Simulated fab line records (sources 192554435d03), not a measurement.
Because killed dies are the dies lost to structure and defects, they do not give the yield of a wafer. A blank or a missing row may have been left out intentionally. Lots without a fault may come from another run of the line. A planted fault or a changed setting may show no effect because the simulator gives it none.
fab line records + flow n5Finfet
[record]
- lots = 7
- wafers = 21
route steps=1938 shown DUMMY_GATE@228 SD_EPI_N@288 SD_EPI_P@321 HKMG_FIN@403 MOL_CONTACT_COAG@523
startH: hours from the record's first day to the start of the lot's first wafer shown + waitH: hours since the lot's step before + " as in the row above + L1.1+2: a row that stands for several wafers + - value missing, or start not given + * or withheld: withheld + < > ~ a bound
route shown NAME@n: NAME is a module with steps in the file, n the number in the route of the first one + usual: mean and standard deviation over wafers with no fault + same: alike in all rows + chamber/n: place in a boat + sites: the reading at each site + _std_site: how widely they spread, as a standard deviation + _edge_site: mean of outer sites minus mean of inner sites + radiusMm: how far each site lies from the wafer's centre + mask NAME#n: copy n + behind: the last tool/chamber to shape the wafer + hold: why the lot went on hold/how many hours it stayed there/how the hold came to an end + device: names the non-switching transistor (n, p or np) + end of line: the route-end tests of the same wafers + step lacking rows: just its recipe + killed: at the first sort, the dies lost to defects and structure; wafer yield is something else + map: per-die view of a wafer (x killed, . not killed, _ where there is no die)
set.NAME: setting as actually run; set.NAME@STEP: the setting as run at that earlier step + model.NAME: the simulator's own value behind a step, which no gauge read
lots where settings were altered on purpose, with a table for each step and a row for each wafer
[[steps]]
[step N5_DUMMY_GATE_EXPOSE_12]
[recipe]
- maskId = GATE
- na = 0.33
- sourceShape = annular
- sigmaInner = 0.2
- sigmaOuter = 0.6
- polarization = unpolarized
- targetCdNm = 25
- doseMj = 34
| lot.wafer  | tool          | chamber | startH | waitH | mask   | set.doseMj |
|------------|---------------|---------|--------|-------|--------|------------|
| L075.1+3+4 | euvScanner-02 | 0       | 55.67  | -     | GATE#0 | 34         |
| L080.2+4+6 | euvScanner-02 | 0       | 80.82  | -     | GATE#0 | 34         |
| L088.1+3+4 | euvScanner-02 | 0       | 129.54 | -     | GATE#0 | 34         |
| L090.3     | euvScanner-02 | 0       | 147.15 | -     | GATE#0 | 36.46      |
| L090.4+6   | "             | 0       | "      | "     | GATE#0 | 34         |
| L091.3+5+6 | euvScanner-02 | 0       | 160.86 | -     | GATE#0 | 34         |
| L093.2+3   | euvScanner-02 | 0       | 174.98 | -     | GATE#0 | 34         |
| L093.6     | "             | 0       | "      | "     | GATE#0 | 35.82      |
| L095.2+5   | euvScanner-02 | 0       | 182.90 | -     | GATE#0 | 35.98      |
| L095.3     | "             | 0       | "      | "     | GATE#0 | 34         |
[step N5_DUMMY_GATE_PEB_13]
[recipe]
- pebTempC = 100
- pebTimeS = 60
- resist = CAR-EUV
[step N5_DUMMY_GATE_DEVELOP_14]
[recipe]
- developTimeS = 30
- developer = TMAH
- resist = CAR-EUV
- rinseLiquid = surfactantRinse
- dry = airSpin
- devTempC = 23
[step N5_DUMMY_GATE_CD_MEAS_15]
[recipe]
- targetCdNm = 25.8
- landingEnergyEv = 500
- detector = seInlens
[usual]
- cdNm = 24.92/0.23
| lot.wafer | tool     | chamber | startH | waitH | set.doseMj@DUMMY_GATE_EXPOSE_12 | cdNm  |
|-----------|----------|---------|--------|-------|---------------------------------|-------|
| L075.1    | cdSem-01 | 0       | 55.79  | -     | 34                              | 24.94 |
| L075.3    | "        | 0       | "      | "     | 34                              | 24.87 |
| L075.4    | "        | 0       | "      | "     | 34                              | 24.90 |
| L080.2    | cdSem-03 | 0       | 80.94  | -     | 34                              | 24.91 |
| L080.4    | "        | 0       | "      | "     | 34                              | 25.27 |
| L080.6    | "        | 0       | "      | "     | 34                              | 24.95 |
| L088.1    | cdSem-03 | 0       | 129.67 | -     | 34                              | 25.09 |
| L088.3    | "        | 0       | "      | "     | 34                              | 24.75 |
| L088.4    | "        | 0       | "      | "     | 34                              | 24.98 |
| L090.3    | cdSem-02 | 0       | 147.27 | -     | 36.46                           | 23.78 |
| L090.4    | "        | 0       | "      | "     | 34                              | 24.90 |
| L090.6    | "        | 0       | "      | "     | 34                              | 24.55 |
| L091.3    | cdSem-01 | 0       | 160.98 | -     | 34                              | 25.26 |
| L091.5    | "        | 0       | "      | "     | 34                              | 24.91 |
| L091.6    | "        | 0       | "      | "     | 34                              | 25.08 |
| L093.2    | cdSem-01 | 0       | 175.10 | -     | 34                              | 24.71 |
| L093.3    | "        | 0       | "      | "     | 34                              | 24.83 |
| L093.6    | "        | 0       | "      | "     | 35.82                           | 23.73 |
| L095.2    | cdSem-01 | 0       | 183.03 | -     | 35.98                           | 23.70 |
| L095.3    | "        | 0       | "      | "     | 34                              | 24.51 |
| L095.5    | "        | 0       | "      | "     | 35.98                           | 24.05 |
[step N5_DUMMY_GATE_STRIP_38]
[recipe]
- chemistry = N2/H2
- tempC = 40
- n2FlowSccm = 200
- h2FlowSccm = 200
- rfFrequencyHz = 6e+07
[step N5_DUMMY_GATE_STRIP_39]
[recipe]
- chemistry = N2/H2
- tempC = 40
- n2FlowSccm = 200
- h2FlowSccm = 200
- rfFrequencyHz = 6e+07
[step N5_DUMMY_GATE_TRIM_49]
[recipe]
- chemistry = O2
- resist = SOC
- timeS = 29
- targetCdNm = 14
- sourcePowerW = 300
- biasPowerW = 0
- O2_flow_sccm = 100
- tempC = 20
| lot.wafer | tool     | chamber | startH | waitH | set.doseMj@DUMMY_GATE_EXPOSE_12 | model.DUMMY_GATE.cdNm |
|-----------|----------|---------|--------|-------|---------------------------------|-----------------------|
| L075.1    | rieSi-05 | 2       | 56.15  | 0.0   | 34                              | 14                    |
| L075.3+4  | "        | 0,1     | "      | "     | 34                              | 13.8                  |
| L080.2    | rieSi-06 | 2       | 81.53  | 0.0   | 34                              | 13.8                  |
| L080.4+6  | "        | 3       | "      | "     | 34                              | 14                    |
| L088.1    | rieSi-04 | 3       | 130.03 | 0.0   | 34                              | 14.6                  |
| L088.3    | "        | 2       | "      | "     | 34                              | 14.2                  |
| L088.4    | "        | 0       | "      | "     | 34                              | 14.4                  |
| L090.3    | rieSi-06 | 3       | 147.63 | 0.0   | 36.46                           | 12.8                  |
| L090.4+6  | "        | 2,1     | "      | "     | 34                              | 14                    |
| L091.3    | rieSi-06 | 0       | 161.33 | 0.0   | 34                              | 14                    |
| L091.5    | "        | 2       | "      | "     | 34                              | 14.2                  |
| L091.6    | "        | 1       | "      | "     | 34                              | 13.8                  |
| L093.2    | rieSi-05 | 0       | 175.45 | 0.0   | 34                              | 14                    |
| L093.3    | "        | 2       | "      | "     | 34                              | 14.2                  |
| L093.6    | "        | 1       | "      | "     | 35.82                           | 13                    |
| L095.2    | rieSi-05 | 3       | 183.69 | 0.0   | 35.98                           | 13.2                  |
| L095.3    | "        | 0       | "      | "     | 34                              | 14.4                  |
| L095.5    | "        | 0       | "      | "     | 35.98                           | 13                    |
[step N5_DUMMY_GATE_STRIP_40]
[recipe]
- chemistry = CF4
- resist = SiARC
- powerW = 300
- biasPowerW = 75
- pressureMtorr = 50
- cf4FlowSccm = 150
- rfFrequencyHz = 6e+07
[step N5_DUMMY_GATE_ETCH_32]
[recipe]
- chemistry = CF4
- target = SiO2
- targetDepthA = 35
- timeS = 3.9
- ionEnergyEv = 350
- pressureMtorr = 10
- icpW = 800
- biasW = 400
- cf4FlowSccm = 80
[step N5_DUMMY_GATE_ETCH_23]
[recipe]
- chemistry = HBr/Cl2/O2
- HBr_flow_sccm = 150
- Cl2_flow_sccm = 80
- O2_flow_sccm = 12
- biasW = 102
- targetDepthA = 410
- timeS = 22.3
- target = poly-Si
- maskMaterial = SiO2
- pressureMtorr = 10
- icpW = 800
[step N5_DUMMY_GATE_ETCH_44]
[recipe]
- chemistry = HBr/O2
- overEtchFrac = 0.7
- targetDepthA = 1275
- stopOn = SiO2
- ionEnergyEv = 60
- biasW = 20
- target = poly-Si
- maskMaterial = SiO2
- pressureMtorr = 20
- icpW = 400
- HBr_flow_sccm = 120
- O2_flow_sccm = 10
| lot.wafer | tool     | chamber | startH | waitH | set.doseMj@DUMMY_GATE_EXPOSE_12 | model.DUMMY_GATE.cdNm |
|-----------|----------|---------|--------|-------|---------------------------------|-----------------------|
| L075.1    | rieSi-04 | 0       | 56.68  | 0.0   | 34                              | 15                    |
| L075.3+4  | "        | 2,1     | "      | "     | 34                              | 14.8                  |
| L080.2    | rieSi-05 | 3       | 82.06  | 0.0   | 34                              | 14.6                  |
| L080.4    | "        | 0       | "      | "     | 34                              | 15.2                  |
| L080.6    | "        | 1       | "      | "     | 34                              | 15                    |
| L088.1+4  | rieSi-06 | 0,2     | 130.56 | 0.0   | 34                              | 15.6                  |
| L088.3    | "        | 1       | "      | "     | 34                              | 15                    |
| L090.3    | rieSi-04 | 2       | 148.16 | 0.0   | 36.46                           | 13.8                  |
| L090.4+6  | "        | 0,2     | "      | "     | 34                              | 14.8                  |
| L091.3+5  | rieSi-06 | 3       | 161.86 | 0.0   | 34                              | 15                    |
| L091.6    | "        | 2       | "      | "     | 34                              | 14.8                  |
| L093.2    | rieSi-04 | 2       | 175.99 | 0.0   | 34                              | 14.8                  |
| L093.3    | "        | 1       | "      | "     | 34                              | 15                    |
| L093.6    | "        | 2       | "      | "     | 35.82                           | 14                    |
| L095.2    | rieSi-04 | 0       | 184.23 | 0.0   | 35.98                           | 14.2                  |
| L095.3    | "        | 1       | "      | "     | 34                              | 15.2                  |
| L095.5    | "        | 2       | "      | "     | 35.98                           | 14                    |
[step N5_DUMMY_GATE_ETCH_42]
[recipe]
- chemistry = CHF3/O2
- target = SiO2
- targetDepthA = 35
- timeS = 31
- ionEnergyEv = 30
- biasW = 12
- pressureMtorr = 30
- sourceW = 600
- Ar_flow_sccm = 200
- CHF3_flow_sccm = 50
- O2_flow_sccm = 5
| lot.wafer  | tool       | chamber | startH | waitH | set.doseMj@DUMMY_GATE_EXPOSE_12 | model.DUMMY_GATE.cdNm |
|------------|------------|---------|--------|-------|---------------------------------|-----------------------|
| L075.1     | rieDiel-06 | 0       | 56.98  | 0.2   | 34                              | 15                    |
| L075.3+4   | "          | 3,2     | "      | "     | 34                              | 14.8                  |
| L080.2     | rieDiel-03 | 0       | 82.30  | 0.1   | 34                              | 14.6                  |
| L080.4     | "          | 2       | "      | "     | 34                              | 15.2                  |
| L080.6     | "          | 0       | "      | "     | 34                              | 15                    |
| L088.1+4   | rieDiel-01 | 3       | 130.72 | 0.0   | 34                              | 15.6                  |
| L088.3     | "          | 1       | "      | "     | 34                              | 15                    |
| L090.3     | rieDiel-01 | 3       | 148.32 | 0.0   | 36.46                           | 13.8                  |
| L090.4     | "          | 1       | "      | "     | 34                              | 15                    |
| L090.6     | "          | 2       | "      | "     | 34                              | 14.8                  |
| L091.3+5+6 | rieDiel-03 | 2,0,1   | 162.03 | 0.0   | 34                              | 15                    |
| L093.2     | rieDiel-01 | 0       | 176.15 | 0.0   | 34                              | 14.8                  |
| L093.3     | "          | 3       | "      | "     | 34                              | 15                    |
| L093.6     | "          | 2       | "      | "     | 35.82                           | 14                    |
| L095.2     | rieDiel-03 | 0       | 184.41 | 0.1   | 35.98                           | 14.2                  |
| L095.3     | "          | 3       | "      | "     | 34                              | 15.2                  |
| L095.5     | "          | 0       | "      | "     | 35.98                           | 14                    |
[step N5_SD_EPI_N_EPI_21]
[recipe]
- material = Si:P
- dopant = P
- tempC = 680
- pressureTorr = 255
- timeS = 690
| lot.wafer | tool        | chamber | startH | waitH | set.epiGrowthTimeS | model.Si-P_of_SD_EPI_N_EPI_21.thkNm |
|-----------|-------------|---------|--------|-------|--------------------|-------------------------------------|
| L075.1    | epiRpcvd-01 | 0       | 60.19  | 0.1   | 690                | 59.4                                |
| L075.3    | "           | 0       | "      | "     | 690                | 59                                  |
| L075.4    | "           | 0       | "      | "     | 663.1              | 58                                  |
| L080.2    | epiRpcvd-04 | 0       | 85.45  | 0.4   | 690                | 60                                  |
| L080.4    | "           | 0       | "      | "     | 643.8              | 57.2                                |
| L080.6    | "           | 0       | "      | "     | 690                | 59.2                                |
| L088.1    | epiRpcvd-03 | 0       | 145.35 | 0.3   | 690                | 59.6                                |
| L088.3    | "           | 0       | 146.35 | 1.2   | 690                | 58.4                                |
| L088.4    | "           | 0       | "      | "     | 690                | 59.4                                |
| L090.3    | epiRpcvd-04 | 0       | 153.57 | 0.9   | 655                | 56                                  |
| L090.4    | "           | 0       | "      | "     | 655                | 56.2                                |
| L090.6    | "           | 0       | "      | "     | 690                | 58.4                                |
| L091.3+6  | epiRpcvd-01 | 0       | 166.51 | 0.9   | 690                | 59.4                                |
| L091.5    | "           | 0       | "      | "     | 690                | 59.6                                |
| L093.2    | epiRpcvd-01 | 0       | 179.77 | 0.5   | 690                | 58.2                                |
| L093.3    | "           | 0       | "      | "     | 690                | 58.8                                |
| L093.6    | "           | 0       | 181.26 | 1.9   | 717.3              | 60.8                                |
| L095.2    | epiRpcvd-03 | 0       | 188.35 | 0.4   | 690                | 58.6                                |
| L095.3    | "           | 0       | "      | "     | 722.4              | 60.2                                |
| L095.5    | "           | 0       | "      | "     | 690                | 58.4                                |
[step N5_SD_EPI_N_PRECLEAN_24]
[recipe]
- chemistry = O3/DIW
- timeS = 60
- tempC = 22
- o3Ppm = 10
[step N5_SD_EPI_P_EPI_21]
[recipe]
- material = SiGe:B
- dopant = B
- tempC = 550
- pressureTorr = 20
- ambient = H2
- timeS = 355
[step N5_SD_EPI_P_HM_STRIP_48]
[recipe]
- chemistry = H3PO4
- tempC = 160
- material = SiNx
- target = SiNx
- targetDepthA = 30
- overetchFraction = 0.3
| lot.wafer | tool        | chamber | startH | waitH | set.epiGrowthTimeS@SD_EPI_N_EPI_21 | model.Si-P_of_SD_EPI_N_EPI_21.thkNm |
|-----------|-------------|---------|--------|-------|------------------------------------|-------------------------------------|
| L075.1    | wetBench-06 | 6       | 66.41  | 0.0   | 690                                | 58.8                                |
| L075.3    | "           | 5       | "      | "     | 690                                | 58.4                                |
| L075.4    | "           | 3       | "      | "     | 663.1                              | 57.4                                |
| L080.2    | wetBench-05 | 3       | 91.55  | 0.0   | 690                                | 59.4                                |
| L080.4    | "           | 2       | "      | "     | 643.8                              | 56.6                                |
| L080.6    | "           | 0       | "      | "     | 690                                | 58.6                                |
| L088.1    | wetBench-05 | 6       | 153.18 | 0.0   | 690                                | 59                                  |
| L088.3    | "           | 4       | "      | "     | 690                                | 57.8                                |
| L088.4    | "           | 3       | "      | "     | 690                                | 58.8                                |
| L090.3    | wetBench-06 | 3       | 160.96 | 0.0   | 655                                | 55.4                                |
| L090.4    | "           | 2       | "      | "     | 655                                | 55.6                                |
| L090.6    | "           | 6       | "      | "     | 690                                | 57.8                                |
| L091.3+6  | wetBench-06 | 3,5     | 172.67 | 0.0   | 690                                | 58.6                                |
| L091.5    | "           | 2       | "      | "     | 690                                | 59                                  |
| L093.2    | wetBench-03 | 5       | 186.46 | 0.0   | 690                                | 57.6                                |
| L093.3    | "           | 4       | "      | "     | 690                                | 58.2                                |
| L093.6    | "           | 2       | "      | "     | 717.3                              | 60.2                                |
| L095.2    | wetBench-06 | 3       | 194.35 | 0.0   | 690                                | 58                                  |
| L095.3    | "           | 2       | "      | "     | 722.4                              | 59.4                                |
| L095.5    | "           | 6       | "      | "     | 690                                | 57.8                                |
[step N5_HKMG_FIN_ETCH_55]
[recipe]
- chemistry = N2/H2
- target = SOC
- targetDepthA = 2400
- tempC = 40
- timeS = 300
- ionEnergyEv = 200
- maskMaterial = SiARC
- pressureMtorr = 30
- sourceW = 840
- biasW = 150
- n2FlowSccm = 200
- h2FlowSccm = 200
[usual]
- rfVppV = 524.4/1.7
| lot.wafer | tool       | chamber | startH | waitH | set.biasW | rfVppV | model.etch.depthNm | model.HKMG_FIN.featureDepthNm | model.SiARC_of_HKMG_FIN_COAT_42.thkNm |
|-----------|------------|---------|--------|-------|-----------|--------|--------------------|-------------------------------|---------------------------------------|
| L075.1    | rieDiel-05 | 1       | 79.74  | 0.0   | 150       | 523.5  | 243.1              | 243.2                         | 21                                    |
| L075.3    | "          | 2       | "      | "     | 163.3     | 552.7  | 253.3              | 253.4                         | 19.6                                  |
| L075.4    | "          | 0       | "      | "     | 163.3     | 553.7  | 252.3              | 252.2                         | 19.6                                  |
| L080.2    | rieDiel-04 | 2       | 106.62 | 0.0   | 134.6     | 489.7  | 231.4              | 231.4                         | 22.6                                  |
| L080.4    | "          | 0       | "      | "     | 134.6     | 488.5  | 228.3              | 228.4                         | 22.8                                  |
| L080.6    | "          | 3       | "      | "     | 150       | 526.7  | 238.9              | 238.8                         | 21.4                                  |
| L088.1    | rieDiel-05 | 0       | 167.80 | 0.0   | 173.3     | 574.4  | 257.5              | 257.4                         | 18.8                                  |
| L088.3    | "          | 3       | "      | "     | 150       | 527.3  | 236.8              | 236.8                         | 21.4                                  |
| L088.4    | "          | 1       | "      | "     | 150       | 522.9  | 239.4              | 239.4                         | 21.2                                  |
| L090.3    | rieDiel-02 | 0       | 174.54 | 0.0   | 150       | 524.6  | 239.6              | 239.6                         | 21.2                                  |
| L090.4    | "          | 2       | "      | "     | 150       | 523.8  | 239.9              | 240                           | 21                                    |
| L090.6    | "          | 2       | "      | "     | 150       | 524.1  | 239.2              | 239.2                         | 21.2                                  |
| L091.3    | rieDiel-05 | 0       | 186.47 | 0.0   | 150       | 525.2  | 241.9              | 241.8                         | 21.2                                  |
| L091.5    | "          | 1       | "      | "     | 150       | 522.9  | 244.2              | 244.2                         | 20.8                                  |
| L091.6    | "          | 0       | "      | "     | 150       | 525.7  | 241                | 241                           | 21.2                                  |
| L093.2    | rieDiel-05 | 3       | 200.56 | 0.0   | 150       | 525.9  | 236.9              | 237                           | 21.6                                  |
| L093.3    | "          | 0       | "      | "     | 138.2     | 498.3  | 231                | 231                           | 22.6                                  |
| L093.6    | "          | 1       | "      | "     | 150       | 522.7  | 243.7              | 243.6                         | 21                                    |
| L095.2    | rieDiel-05 | 2       | 208.42 | 0.0   | 150       | 522.5  | 241.1              | 241.2                         | 21.2                                  |
| L095.3    | "          | 3       | "      | "     | 176.5     | 584.6  | 261.9              | 261.8                         | 18.4                                  |
| L095.5    | "          | 2       | "      | "     | 176.5     | 578.3  | 263.6              | 263.6                         | 18.2                                  |
[step N5_HKMG_FIN_ETCH_58]
[recipe]
- chemistry = N2/H2
- target = SOC
- targetDepthA = 2158
- ionEnergyEv = 50
- biasW = 13
- timeS = 741
- pressureMtorr = 30
- sourceW = 875
- n2FlowSccm = 200
- h2FlowSccm = 200
[usual]
- rfVppV = 99.2/0.81
| lot.wafer | tool       | chamber | startH | waitH | set.biasW | rfVppV | model.HKMG_FIN.featureDepthNm | model.etch.depthNm | model.SOC_of_HKMG_FIN_COAT_41.thkNm |
|-----------|------------|---------|--------|-------|-----------|--------|-------------------------------|--------------------|-------------------------------------|
| L075.1    | rieDiel-05 | 1       | 79.95  | 0.0   | 13        | 98.8   | 218.2                         | 218.2              | 81.4                                |
| L075.3    | "          | 2       | "      | "     | 13        | 99.2   | 217                           | 216.9              | 82.4                                |
| L075.4    | "          | 0       | "      | "     | 11.93     | 94.2   | 210.4                         | 210.4              | 89.2                                |
| L080.2    | rieDiel-04 | 2       | 106.83 | 0.0   | 13        | 100.5  | 217                           | 217                | 82.2                                |
| L080.4    | "          | 0       | "      | "     | 13        | 99.5   | 216.6                         | 216.7              | 82.6                                |
| L080.6    | "          | 3       | "      | "     | 13        | 98.8   | 213.8                         | 213.7              | 86.4                                |
| L088.1    | rieDiel-05 | 0       | 168.01 | 0.0   | 13        | 98.3   | 213.8                         | 213.8              | 86                                  |
| L088.3    | "          | 3       | "      | "     | 13        | 99.5   | 214                           | 214.1              | 85                                  |
| L088.4    | "          | 1       | "      | "     | 14.08     | 104.3  | 224.2                         | 224.3              | 76                                  |
| L090.3    | rieDiel-02 | 0       | 174.75 | 0.0   | 13.77     | 103.0  | 220                           | 219.9              | 79.4                                |
| L090.4    | "          | 2       | "      | "     | 13.77     | 103.0  | 220.2                         | 220.2              | 79.2                                |
| L090.6    | "          | 2       | "      | "     | 13        | 100.2  | 215.6                         | 215.7              | 84.8                                |
| L091.3    | rieDiel-05 | 0       | 186.68 | 0.0   | 13        | 99.4   | 214.6                         | 214.6              | 85                                  |
| L091.5    | "          | 1       | "      | "     | 13        | 98.3   | 215.6                         | 215.6              | 82.8                                |
| L091.6    | "          | 0       | "      | "     | 13        | 99.2   | 216                           | 215.9              | 84                                  |
| L093.2    | rieDiel-05 | 3       | 200.77 | 0.0   | 13        | 99.4   | 215                           | 215                | 85.8                                |
| L093.3    | "          | 0       | "      | "     | 13.72     | 102.3  | 222.8                         | 222.8              | 77.8                                |
| L093.6    | "          | 1       | "      | "     | 13        | 99.6   | 218.6                         | 218.7              | 82                                  |
| L095.2    | rieDiel-05 | 2       | 208.63 | 0.0   | 14.22     | 103.1  | 222.6                         | 222.6              | 77.8                                |
| L095.3    | "          | 3       | "      | "     | 13        | 99.8   | 212.8                         | 212.7              | 87.2                                |
| L095.5    | "          | 2       | "      | "     | 14.22     | 104.7  | 225                           | 225                | 75.8                                |
[step N5_MOL_CONTACT_COAG_EXPOSE_05]
[recipe]
- maskId = CA
- na = 0.33
- sourceShape = annular
- sigmaInner = 0.4
- sigmaOuter = 0.8
- polarization = unpolarized
- defocusNm = 0
- doseMj = 38.25
| lot.wafer  | tool          | chamber | startH | waitH | mask | set.doseMj |
|------------|---------------|---------|--------|-------|------|------------|
| L075.1+4   | euvScanner-02 | 0       | 97.06  | -     | CA#0 | 38.25      |
| L075.3     | "             | 0       | "      | "     | CA#0 | 36.14      |
| L080.2     | euvScanner-02 | 0       | 122.54 | -     | CA#0 | 38.25      |
| L080.4+6   | "             | 0       | "      | "     | CA#0 | 36.45      |
| L088.1+3+4 | euvScanner-02 | 0       | 183.72 | -     | CA#0 | 39.87      |
| L090.3     | euvScanner-01 | 0       | 191.84 | -     | CA#0 | 38.25      |
| L090.4+6   | "             | 0       | "      | "     | CA#0 | 39.75      |
| L091.3+5+6 | euvScanner-02 | 0       | 202.45 | -     | CA#0 | 38.25      |
| L093.2+3+6 | euvScanner-02 | 0       | 215.85 | -     | CA#0 | 38.25      |
| L095.2+5   | euvScanner-01 | 0       | 224.92 | -     | CA#0 | 37.33      |
| L095.3     | "             | 0       | "      | "     | CA#0 | 38.25      |
[step N5_MOL_CONTACT_COAG_PEB_06]
[recipe]
- pebTempC = 100
- pebTimeS = 60
- resist = CAR-EUV
[step N5_MOL_CONTACT_COAG_DEVELOP_07]
[recipe]
- developTimeS = 30
- developer = TMAH
- resist = CAR-EUV
- rinseLiquid = surfactantRinse
- dry = airSpin
- devTempC = 23
[step N5_MOL_CONTACT_COAG_CD_MEAS_08]
[recipe]
- targetCdNm = 28
- landingEnergyEv = 500
- detector = seInlens
- polarity = opening
[usual]
- cdNm = 28.05/0.23
| lot.wafer | tool     | chamber | startH | waitH | set.doseMj@MOL_CONTACT_COAG_EXPOSE_05 | cdNm  |
|-----------|----------|---------|--------|-------|---------------------------------------|-------|
| L075.1    | cdSem-03 | 0       | 97.19  | -     | 38.25                                 | 28.21 |
| L075.3    | "        | 0       | "      | "     | 36.14                                 | 26.77 |
| L075.4    | "        | 0       | "      | "     | 38.25                                 | 27.99 |
| L080.2    | cdSem-03 | 0       | 122.67 | -     | 38.25                                 | 27.83 |
| L080.4    | "        | 0       | "      | "     | 36.45                                 | 27.14 |
| L080.6    | "        | 0       | "      | "     | 36.45                                 | 26.62 |
| L088.1    | cdSem-03 | 0       | 183.85 | -     | 39.87                                 | 29.21 |
| L088.3    | "        | 0       | "      | "     | 39.87                                 | 28.92 |
| L088.4    | "        | 0       | "      | "     | 39.87                                 | 28.93 |
| L090.3    | cdSem-01 | 0       | 191.95 | -     | 38.25                                 | 27.88 |
| L090.4    | "        | 0       | "      | "     | 39.75                                 | 28.67 |
| L090.6    | "        | 0       | "      | "     | 39.75                                 | 28.97 |
| L091.3    | cdSem-02 | 0       | 202.57 | -     | 38.25                                 | 28.21 |
| L091.5    | "        | 0       | "      | "     | 38.25                                 | 28.12 |
| L091.6    | "        | 0       | "      | "     | 38.25                                 | 28.07 |
| L093.2    | cdSem-03 | 0       | 215.97 | -     | 38.25                                 | 28.46 |
| L093.3    | "        | 0       | "      | "     | 38.25                                 | 28.17 |
| L093.6    | "        | 0       | "      | "     | 38.25                                 | 27.93 |
| L095.2    | cdSem-01 | 0       | 225.04 | -     | 37.33                                 | 27.81 |
| L095.3    | "        | 0       | "      | "     | 38.25                                 | 27.95 |
| L095.5    | "        | 0       | "      | "     | 37.33                                 | 27.62 |
[step N5_MOL_CONTACT_COAG_DESCUM_13]
[recipe]
- chemistry = O2
- timeS = 7
- sourcePowerW = 50
- biasPowerW = 20
- pressureMtorr = 20
- rfFrequencyHz = 2.712e+07
- tempC = 40
- resist = CAR-EUV
- o2FlowSccm = 225
[step N5_MOL_CONTACT_COAG_ETCH_59]
[recipe]
- chemistry = N2/H2
- target = underlayer
- targetDepthA = 130
- maskMaterial = CAR-EUV
- timeS = 10.4
- ionEnergyEv = 200
- pressureMtorr = 30
- sourceW = 840
- biasW = 150
- n2FlowSccm = 200
- h2FlowSccm = 200
- ends = cleared
| lot.wafer  | tool       | chamber | startH | waitH | set.doseMj@MOL_CONTACT_COAG_EXPOSE_05 | model.MOL_CONTACT_COAG.cdOffsetNm |
|------------|------------|---------|--------|-------|---------------------------------------|-----------------------------------|
| L075.1     | rieDiel-05 | 0       | 97.34  | 0.0   | 38.25                                 | 0.2                               |
| L075.3     | "          | 2       | "      | "     | 36.14                                 | -1.4                              |
| L075.4     | "          | 3       | "      | "     | 38.25                                 | 0                                 |
| L080.2     | rieDiel-02 | 3       | 122.82 | 0.0   | 38.25                                 | -0.4                              |
| L080.4     | "          | 2       | "      | "     | 36.45                                 | -1                                |
| L080.6     | "          | 1       | "      | "     | 36.45                                 | -1.4                              |
| L088.1     | rieDiel-04 | 2       | 184.00 | 0.0   | 39.87                                 | 0.8                               |
| L088.3+4   | "          | 3,0     | "      | "     | 39.87                                 | 1                                 |
| L090.3     | rieDiel-02 | 3       | 192.29 | 0.0   | 38.25                                 | -0.2                              |
| L090.4     | "          | 2       | "      | "     | 39.75                                 | 0.6                               |
| L090.6     | "          | 1       | "      | "     | 39.75                                 | 0.8                               |
| L091.3+6   | rieDiel-02 | 1,3     | 202.79 | 0.0   | 38.25                                 | 0                                 |
| L091.5     | "          | 0       | "      | "     | 38.25                                 | 0.2                               |
| L093.2+3+6 | rieDiel-04 | 2,3,1   | 216.14 | 0.0   | 38.25                                 | 0                                 |
| L095.2     | rieDiel-02 | 3       | 225.23 | 0.0   | 37.33                                 | -0.6                              |
| L095.3     | "          | 2       | "      | "     | 38.25                                 | 0.2                               |
| L095.5     | "          | 2       | "      | "     | 37.33                                 | -0.4                              |
[[key]]
[split]
- step = N5_DUMMY_GATE_EXPOSE_12
- setting = doseMj
- stated = 34
- by = wafer
[response]
- step = N5_DUMMY_GATE_CD_MEAS_15
- reading = cdNm
- change = -0.14
- per = 1%
- r = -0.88
[response]
- step = N5_DUMMY_GATE_TRIM_49
- reading = model.DUMMY_GATE.cdNm
- change = -0.193
- per = 1%
- r = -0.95
[response]
- step = N5_DUMMY_GATE_ETCH_44
- reading = model.DUMMY_GATE.cdNm
- change = -0.161
- per = 1%
- r = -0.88
[response]
- step = N5_DUMMY_GATE_ETCH_42
- reading = model.DUMMY_GATE.cdNm
- change = -0.167
- per = 1%
- r = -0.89
[split]
- step = N5_SD_EPI_N_EPI_21
- setting = epiGrowthTimeS
- stated = 690
- by = wafer
[response]
- step = N5_SD_EPI_N_EPI_21
- reading = model.Si-P_of_SD_EPI_N_EPI_21.thkNm
- change = +0.401
- per = 1%
- r = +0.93
[response]
- step = N5_SD_EPI_P_HM_STRIP_48
- reading = model.Si-P_of_SD_EPI_N_EPI_21.thkNm
- change = +0.393
- per = 1%
- r = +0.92
[split]
- step = N5_HKMG_FIN_ETCH_55
- setting = biasW
- stated = 150
- by = wafer
[response]
- step = N5_HKMG_FIN_ETCH_55
- reading = rfVppV
- change = +3.33
- per = 1%
- r = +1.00
[response]
- step = N5_HKMG_FIN_ETCH_55
- reading = model.etch.depthNm
- change = +1.17
- per = 1%
- r = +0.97
[response]
- step = N5_HKMG_FIN_ETCH_55
- reading = model.HKMG_FIN.featureDepthNm
- change = +1.16
- per = 1%
- r = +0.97
[response]
- step = N5_HKMG_FIN_ETCH_55
- reading = model.SiARC_of_HKMG_FIN_COAT_42.thkNm
- change = -0.158
- per = 1%
- r = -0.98
[split]
- step = N5_HKMG_FIN_ETCH_58
- setting = biasW
- stated = 13
- by = wafer
[response]
- step = N5_HKMG_FIN_ETCH_58
- reading = rfVppV
- change = +0.534
- per = 1%
- r = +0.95
[response]
- step = N5_HKMG_FIN_ETCH_58
- reading = model.HKMG_FIN.featureDepthNm
- change = +1.06
- per = 1%
- r = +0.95
[response]
- step = N5_HKMG_FIN_ETCH_58
- reading = model.etch.depthNm
- change = +1.06
- per = 1%
- r = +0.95
[response]
- step = N5_HKMG_FIN_ETCH_58
- reading = model.SOC_of_HKMG_FIN_COAT_41.thkNm
- change = -1.04
- per = 1%
- r = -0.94
[split]
- step = N5_MOL_CONTACT_COAG_EXPOSE_05
- setting = doseMj
- stated = 38.25
- by = wafer
[response]
- step = N5_MOL_CONTACT_COAG_CD_MEAS_08
- reading = cdNm
- change = +0.219
- per = 1%
- r = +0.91
[response]
- step = N5_MOL_CONTACT_COAG_ETCH_59
- reading = model.MOL_CONTACT_COAG.cdOffsetNm
- change = +0.234
- per = 1%
- r = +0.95
